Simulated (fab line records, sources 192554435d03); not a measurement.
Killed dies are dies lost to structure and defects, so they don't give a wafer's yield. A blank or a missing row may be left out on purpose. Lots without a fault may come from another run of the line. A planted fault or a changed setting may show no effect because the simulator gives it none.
Split-lot experiment | flow n5_finfet | 7 lots, 21 wafers read, on a route of 1938 steps

THE SPLIT
At N5_BEOL_M11_TRENCH_ETCH_37 (etches SiCOH lowk in C4F6/O2, target depth 148.83 nm, time 48 s), the setting time_s was moved away from the recipe's 48 s on 9 of the 21 wafers read, by -21.1% to +21.6%. The other wafers ran this setting at the recipe's value.

The reading is taken at the split's own step.

THE READING
etch.depth_nm (the simulator's own value, which no gauge read), in nm, at N5_BEOL_M11_TRENCH_ETCH_37 (etches SiCOH lowk in C4F6/O2, target depth 148.83 nm, time 48 s). The file gives no usual value for it. The 12 wafers here that ran the recipe average 147.4 nm, standard deviation 2.7 nm.

wafer  | tool, chamber at the split | time_s as run, s | against the recipe | etch.depth_nm, nm | against lot-mates on the recipe
L083.1 | rie_diel-05, 0             | 48               | recipe             | 146.2             | -
L083.3 | rie_diel-05, 2             | 38.69            | -19.4%             | 118.6             | -28.0
L083.5 | rie_diel-05, 0             | 48               | recipe             | 146.9             | -
L080.2 | rie_diel-05, 1             | 58.35            | +21.6%             | 174.3             | +23.3
L080.4 | rie_diel-05, 3             | 48               | recipe             | 151               | -
L080.5 | rie_diel-05, 0             | 58.35            | +21.6%             | 175.6             | +24.6
L079.1 | rie_diel-06, 0             | 57.69            | +20.2%             | 176.2             | no lot-mate on the recipe
L079.3 | rie_diel-06, 1             | 57.69            | +20.2%             | 180.6             | no lot-mate on the recipe
L079.4 | rie_diel-06, 2             | 57.69            | +20.2%             | 179.6             | no lot-mate on the recipe
L082.1 | rie_diel-05, 0             | 48               | recipe             | 144.8             | -
L082.5 | rie_diel-05, 0             | 48               | recipe             | 144.3             | -
L082.6 | rie_diel-05, 3             | 48               | recipe             | 151.7             | -
L094.3 | rie_diel-05, 1             | 39.43            | -17.9%             | 117.3             | -27.6
L094.4 | rie_diel-05, 2             | 48               | recipe             | 145.2             | -
L094.6 | rie_diel-05, 0             | 48               | recipe             | 144.7             | -
L092.2 | rie_diel-01, 3             | 48               | recipe             | 148.8             | -
L092.4 | rie_diel-01, 1             | 37.87            | -21.1%             | 114.8             | -34.0
L092.5 | rie_diel-01, 2             | 37.87            | -21.1%             | 122.9             | -25.9
L096.1 | rie_diel-05, 3             | 48               | recipe             | 149.2             | -
L096.4 | rie_diel-05, 3             | 48               | recipe             | 151.4             | -
L096.6 | rie_diel-05, 2             | 48               | recipe             | 144.7             | -

THE FIT
A straight line over all 21 wafers: etch.depth_nm changes by +1.44 nm for each +1% of time_s; r = +0.99; the points scatter about the line by 3.3 nm.
The same after taking each lot's own level away (the mean of its wafers on the recipe; 18 wafers): +1.31 nm for each +1%; r = +0.98; scatter 3 nm.
On that fit, the largest move of time_s shifts the reading by 28 nm.
The lots' own levels span 144.95 to 151.00 nm, that is 2.2 times the standard deviation above.
So the lot-to-lot level changes the slope: the two fits differ.
Check: with one of the wafers moved furthest among these (+21.6%) left out of the fit, the line predicts +28.6 nm for it against its lot-mates. It came out at +23.3 nm against them.

OTHER SPLITS ON THESE WAFERS
These wafers also went through other splits before the reading. Each is held against what the fit with the lots' levels taken away leaves over:
other split on the same wafers    | wafers away from the commonest value | r with etch.depth_nm (lot level and that fit taken away)
N5_BEOL_M9_EXPOSE_08 dose_mj      | 10                                   | +0.16
N5_BEOL_M10_TRENCH_ETCH_37 time_s | 8                                    | -0.26
N5_BEOL_M10_ALD_74 ald_cycles     | 8                                    | +0.12

THE WHOLE CHAIN: every reading that the file lists as answering this split, in the file's order
step                       | what it does                                                    | reading                                                                    | change (the file's fit)              | r (the file's)
N5_BEOL_M11_TRENCH_ETCH_37 | etches SiCOH lowk in C4F6/O2, target depth 148.83 nm, time 48 s | BEOL_M11.feature_depth_nm (the simulator's own value, which no gauge read) | +1.36 nm for each +1% of the setting | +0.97
N5_BEOL_M11_TRENCH_ETCH_37 | etches SiCOH lowk in C4F6/O2, target depth 148.83 nm, time 48 s | etch.depth_nm (the simulator's own value, which no gauge read)             | +1.36 nm for each +1% of the setting | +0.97

THE FILE'S OWN FIT
etch.depth_nm changes by +1.36 nm for each +1% of time_s, r = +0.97.
